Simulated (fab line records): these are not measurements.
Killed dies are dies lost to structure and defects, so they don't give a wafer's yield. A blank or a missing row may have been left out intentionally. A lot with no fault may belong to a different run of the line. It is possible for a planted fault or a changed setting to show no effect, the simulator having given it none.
Matching of chambers || flow n5 finfet || cmp-03 running N5_HKMG_FIN_CMP_94: 4 sister chambers
The step polishes, stops on SiNx, t overpolish 4.7 s, target thk 43.299 nm. 8 wafers are shown with their chamber, then 7 later ones without.

## EACH WAFER AND ITS CHAMBER
{"wafer": "L076.6", "chamber": 2, "slurry filter dp kPa (kPa)": 13.47, "motor current A (A)": 12.3}
{"wafer": "L080.3", "chamber": 1, "slurry filter dp kPa (kPa)": 13.41, "motor current A (A)": 13.5}
{"wafer": "L080.5", "chamber": 0, "slurry filter dp kPa (kPa)": 13.56, "motor current A (A)": 12.0}
{"wafer": "L082.5", "chamber": 2, "slurry filter dp kPa (kPa)": 13.50, "motor current A (A)": 12.8}
{"wafer": "L088.5", "chamber": 3, "slurry filter dp kPa (kPa)": 13.34, "motor current A (A)": 13.2}
{"wafer": "L088.6", "chamber": 0, "slurry filter dp kPa (kPa)": 13.60, "motor current A (A)": 12.4}
{"wafer": "L091.2", "chamber": 1, "slurry filter dp kPa (kPa)": 13.75, "motor current A (A)": 11.8}
{"wafer": "L091.4", "chamber": 3, "slurry filter dp kPa (kPa)": 13.20, "motor current A (A)": 12.7}

## WAFERS WITHOUT THEIR CHAMBER
{"wafer": "L091.6", "slurry filter dp kPa (kPa)": 13.29, "motor current A (A)": 13.1}
{"wafer": "L095.2", "slurry filter dp kPa (kPa)": 13.26, "motor current A (A)": 11.7}
{"wafer": "L095.5", "slurry filter dp kPa (kPa)": 13.39, "motor current A (A)": 12.1}
{"wafer": "L095.6", "slurry filter dp kPa (kPa)": 13.39, "motor current A (A)": 12.9}
{"wafer": "L096.2", "slurry filter dp kPa (kPa)": 13.38, "motor current A (A)": 12.2}
{"wafer": "L096.4", "slurry filter dp kPa (kPa)": 13.74, "motor current A (A)": 12.2}
{"wafer": "L096.5", "slurry filter dp kPa (kPa)": 13.72, "motor current A (A)": 12.8}

## CHAMBER TAKEN BY EACH
{"wafer": "L091.6", "from the rows above": "can't be placed: 3 or 2", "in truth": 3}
{"wafer": "L095.2", "from the rows above": "can't be placed: 3 or 2 or 0 or 1", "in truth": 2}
{"wafer": "L095.5", "from the rows above": "can't be placed: 2 or 0 or 3 or 1", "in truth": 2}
{"wafer": "L095.6", "from the rows above": "can't be placed: 2 or 3 or 1 or 0", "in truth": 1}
{"wafer": "L096.2", "from the rows above": "can't be placed: 2 or 3 or 0 or 1", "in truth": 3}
{"wafer": "L096.4", "from the rows above": "can't be placed: 0 or 1 or 2", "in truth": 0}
{"wafer": "L096.5", "from the rows above": "can't be placed: 1 or 0 or 2", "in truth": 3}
Correctly placed: 0 of 7. Cannot be placed on the basis of these rows: 7; the candidates contain the true chamber in 6. Placed wrongly: 0.
How it was worked out, from the rows above alone: a wafer's distance from a chamber is the root of the sum, over the readings, of the square of ((its reading less the chamber's mean) divided by the reading's scatter). The wafer belongs to the nearest chamber; if the next one is less than 2 further off, it can't be placed. Each chamber's mean is taken over the wafers shown for it. How the scatter is found: for the shown wafers, subtract from each reading the mean of its chamber, square and add these, divide the total by (wafers less chambers), then take the root.
